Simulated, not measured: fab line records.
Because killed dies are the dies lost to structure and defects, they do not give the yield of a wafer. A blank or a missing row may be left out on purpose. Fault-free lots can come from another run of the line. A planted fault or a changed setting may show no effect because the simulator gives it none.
Split-lot study || flow n5_finfet || 21 wafers read from 7 lots, route of 1938 steps

## SPLIT DETAILS
At N5_DUMMY_GATE_COAT_35 (time 60 s, resist thk 10 nm), the setting spin_rpm was moved away from the recipe's 1500 rpm on 7 of the 21 wafers read, by -5.5% to +10.5%. For the rest of the wafers, this setting stayed at what the recipe calls for.

The reading comes from the split's own step.

## THE READING
SiARC_of_DUMMY_GATE_COAT_35.thk_nm (the simulator's own value, which no gauge read), in nm, at N5_DUMMY_GATE_COAT_35 (time 60 s, resist thk 10 nm). No usual value for it is given in the file.

{"wafer": "L074.3", "tool, chamber at the split": "litho_track-01, 0", "spin_rpm as run, rpm": 1500, "against the recipe": "recipe", "SiARC_of_DUMMY_GATE_COAT_35.thk_nm, nm": 10, "against lot-mates on the recipe": "-"}
{"wafer": "L074.5", "tool, chamber at the split": "litho_track-01, 0", "spin_rpm as run, rpm": 1500, "against the recipe": "recipe", "SiARC_of_DUMMY_GATE_COAT_35.thk_nm, nm": 10, "against lot-mates on the recipe": "-"}
{"wafer": "L074.6", "tool, chamber at the split": "litho_track-01, 0", "spin_rpm as run, rpm": 1500, "against the recipe": "recipe", "SiARC_of_DUMMY_GATE_COAT_35.thk_nm, nm": 10, "against lot-mates on the recipe": "-"}
{"wafer": "L076.1", "tool, chamber at the split": "litho_track-05, 0", "spin_rpm as run, rpm": 1500, "against the recipe": "recipe", "SiARC_of_DUMMY_GATE_COAT_35.thk_nm, nm": 10, "against lot-mates on the recipe": "-"}
{"wafer": "L076.3", "tool, chamber at the split": "litho_track-05, 0", "spin_rpm as run, rpm": 1500, "against the recipe": "recipe", "SiARC_of_DUMMY_GATE_COAT_35.thk_nm, nm": 10, "against lot-mates on the recipe": "-"}
{"wafer": "L076.5", "tool, chamber at the split": "litho_track-05, 0", "spin_rpm as run, rpm": 1500, "against the recipe": "recipe", "SiARC_of_DUMMY_GATE_COAT_35.thk_nm, nm": 10, "against lot-mates on the recipe": "-"}
{"wafer": "L080.1", "tool, chamber at the split": "litho_track-01, 0", "spin_rpm as run, rpm": 1500, "against the recipe": "recipe", "SiARC_of_DUMMY_GATE_COAT_35.thk_nm, nm": 10, "against lot-mates on the recipe": "-"}
{"wafer": "L080.3", "tool, chamber at the split": "litho_track-01, 0", "spin_rpm as run, rpm": 1500, "against the recipe": "recipe", "SiARC_of_DUMMY_GATE_COAT_35.thk_nm, nm": 10, "against lot-mates on the recipe": "-"}
{"wafer": "L080.4", "tool, chamber at the split": "litho_track-01, 0", "spin_rpm as run, rpm": 1445, "against the recipe": "-3.7%", "SiARC_of_DUMMY_GATE_COAT_35.thk_nm, nm": 10.2, "against lot-mates on the recipe": "+0.2"}
{"wafer": "L083.1", "tool, chamber at the split": "litho_track-05, 0", "spin_rpm as run, rpm": 1546, "against the recipe": "+3.1%", "SiARC_of_DUMMY_GATE_COAT_35.thk_nm, nm": 10, "against lot-mates on the recipe": "+0.0"}
{"wafer": "L083.4", "tool, chamber at the split": "litho_track-05, 0", "spin_rpm as run, rpm": 1546, "against the recipe": "+3.1%", "SiARC_of_DUMMY_GATE_COAT_35.thk_nm, nm": 10, "against lot-mates on the recipe": "+0.0"}
{"wafer": "L083.5", "tool, chamber at the split": "litho_track-05, 0", "spin_rpm as run, rpm": 1500, "against the recipe": "recipe", "SiARC_of_DUMMY_GATE_COAT_35.thk_nm, nm": 10, "against lot-mates on the recipe": "-"}
{"wafer": "L087.1", "tool, chamber at the split": "litho_track-05, 0", "spin_rpm as run, rpm": 1500, "against the recipe": "recipe", "SiARC_of_DUMMY_GATE_COAT_35.thk_nm, nm": 10, "against lot-mates on the recipe": "-"}
{"wafer": "L087.5", "tool, chamber at the split": "litho_track-05, 0", "spin_rpm as run, rpm": 1500, "against the recipe": "recipe", "SiARC_of_DUMMY_GATE_COAT_35.thk_nm, nm": 10, "against lot-mates on the recipe": "-"}
{"wafer": "L087.6", "tool, chamber at the split": "litho_track-05, 0", "spin_rpm as run, rpm": 1500, "against the recipe": "recipe", "SiARC_of_DUMMY_GATE_COAT_35.thk_nm, nm": 10, "against lot-mates on the recipe": "-"}
{"wafer": "L090.1", "tool, chamber at the split": "litho_track-01, 0", "spin_rpm as run, rpm": 1657, "against the recipe": "+10.5%", "SiARC_of_DUMMY_GATE_COAT_35.thk_nm, nm": 9.6, "against lot-mates on the recipe": -0.4}
{"wafer": "L090.5", "tool, chamber at the split": "litho_track-01, 0", "spin_rpm as run, rpm": 1657, "against the recipe": "+10.5%", "SiARC_of_DUMMY_GATE_COAT_35.thk_nm, nm": 9.6, "against lot-mates on the recipe": -0.4}
{"wafer": "L090.6", "tool, chamber at the split": "litho_track-01, 0", "spin_rpm as run, rpm": 1500, "against the recipe": "recipe", "SiARC_of_DUMMY_GATE_COAT_35.thk_nm, nm": 10, "against lot-mates on the recipe": "-"}
{"wafer": "L093.2", "tool, chamber at the split": "litho_track-02, 0", "spin_rpm as run, rpm": 1417, "against the recipe": "-5.5%", "SiARC_of_DUMMY_GATE_COAT_35.thk_nm, nm": 10.4, "against lot-mates on the recipe": "+0.4"}
{"wafer": "L093.6", "tool, chamber at the split": "litho_track-02, 0", "spin_rpm as run, rpm": 1417, "against the recipe": "-5.5%", "SiARC_of_DUMMY_GATE_COAT_35.thk_nm, nm": 10.4, "against lot-mates on the recipe": "+0.4"}
{"wafer": "L093.4", "tool, chamber at the split": "litho_track-02, 0", "spin_rpm as run, rpm": 1500, "against the recipe": "recipe", "SiARC_of_DUMMY_GATE_COAT_35.thk_nm, nm": 10, "against lot-mates on the recipe": "-"}

THE FIT
A straight line over all 21 wafers: SiARC_of_DUMMY_GATE_COAT_35.thk_nm changes by -0.0447 nm for each +1% of spin_rpm; r = -0.95; the points scatter about the line by 0.06 nm.
The same after taking each lot's own level away (the mean of its wafers on the recipe; 21 wafers): -0.0447 nm for each +1%; r = -0.95; scatter 0.06 nm.
According to that fit, moving spin_rpm by its largest amount changes the reading by 0.47 nm.
The lots' own levels span 10.00 to 10.00 nm.
The two slopes are in agreement: the lot-to-lot level therefore moves the slope only a little.
Check: for one of the wafers moved furthest among these (+10.5%), held out of the fit, the line's prediction against its lot-mates is -0.451 nm. It came out at -0.4 nm against them.

## ADDITIONAL SPLITS CARRIED BY THESE WAFERS
Note: prior to the reading, these wafers also went through further splits. Each is held against what the fit with the lots' levels taken away leaves over:
{"other split on the same wafers": "N5_FIN_SAQP_PECVD_06 time_s", "wafers away from the commonest value": 5, "r with SiARC_of_DUMMY_GATE_COAT_35.thk_nm (lot level and that fit taken away)": -0.72}
{"other split on the same wafers": "N5_FIN_SAQP_COAT_49 time_s", "wafers away from the commonest value": 8, "r with SiARC_of_DUMMY_GATE_COAT_35.thk_nm (lot level and that fit taken away)": "+0.44"}
{"other split on the same wafers": "N5_DUMMY_GATE_CVD_03 temp_c", "wafers away from the commonest value": 9, "r with SiARC_of_DUMMY_GATE_COAT_35.thk_nm (lot level and that fit taken away)": -0.19}

## THE FILE'S OWN FIT
SiARC_of_DUMMY_GATE_COAT_35.thk_nm changes by -0.0438 nm for each +1% of spin_rpm, r = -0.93.
